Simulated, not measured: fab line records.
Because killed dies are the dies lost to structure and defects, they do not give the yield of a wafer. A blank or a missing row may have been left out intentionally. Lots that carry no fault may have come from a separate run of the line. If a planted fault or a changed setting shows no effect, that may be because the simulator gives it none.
Chamber matching ; flow n5 finfet ; rie diel-06 running N5_BEOL_M13_VIA_ETCH_16: 4 sister chambers
The step etches SiOC in C4F8/O2/Ar, target depth 921.7 nm. 16 wafers are shown with their chamber, then 8 later ones without.

EACH WAFER AND ITS CHAMBER
wafer;chamber;drypump motor current A (A);showerhead plenum p Torr (Torr);rf vpp V (V)
L074.2;1;5.8;3.35;664
L074.4;2;4.7;3.62;671
L074.5;1;5.8;3.35;664
L079.2;2;4.6;3.61;673
L079.3;3;4.8;3.49;668
L079.4;0;4.8;3.24;661
L084.2;1;5.8;3.34;665
L084.4;0;4.8;3.23;662
L084.6;2;4.7;3.61;672
L087.1;1;5.8;3.33;662
L087.5;3;4.8;3.49;667
L087.6;2;4.7;3.61;671
L089.2;0;4.8;3.23;661
L089.4;1;5.8;3.33;662
L089.5;2;4.6;3.61;669
L088.1;1;5.8;3.33;662

SIGNATURES (means of the wafers above)
reading;chamber 0;chamber 1;chamber 2;chamber 3;scatter within a chamber
drypump motor current A;4.800;5.800;4.660;4.800;0.0316
showerhead plenum p Torr;3.2333;3.3383;3.6120;3.4900;0.00725
rf vpp V;661.33;663.17;671.20;667.50;1.25
Rule: distance of a wafer from a chamber = root of the sum over the readings of ((wafer's reading minus chamber's mean) / reading's scatter) squared. If the next closest chamber is less than 2 further off than the closest, the wafer can't be placed; otherwise it belongs to the closest. The scatter: the root of (the sum of the squares of (reading less its chamber's mean) over the shown wafers, divided by (wafers less chambers)).

WAFERS WHOSE CHAMBER IS MISSING
wafer;drypump motor current A (A);showerhead plenum p Torr (Torr);rf vpp V (V)
L088.2;4.8;3.23;660
L088.3;4.8;3.48;668
L096.1;4.8;3.62;671
L096.3;4.6;3.60;670
L096.4;4.8;3.48;668
L097.2;4.8;3.62;672
L097.4;5.8;3.32;663
L097.5;4.7;3.59;671

WHICH CHAMBER EACH WENT THROUGH
wafer;from the rows above;in truth
L088.2;0;0
L088.3;3;3
L096.1;2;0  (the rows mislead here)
L096.3;2;2
L096.4;3;3
L097.2;2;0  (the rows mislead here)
L097.4;1;1
L097.5;2;2
Placed correctly: 6 of 8. Number that these rows cannot place: 0. Wrongly placed: 2.
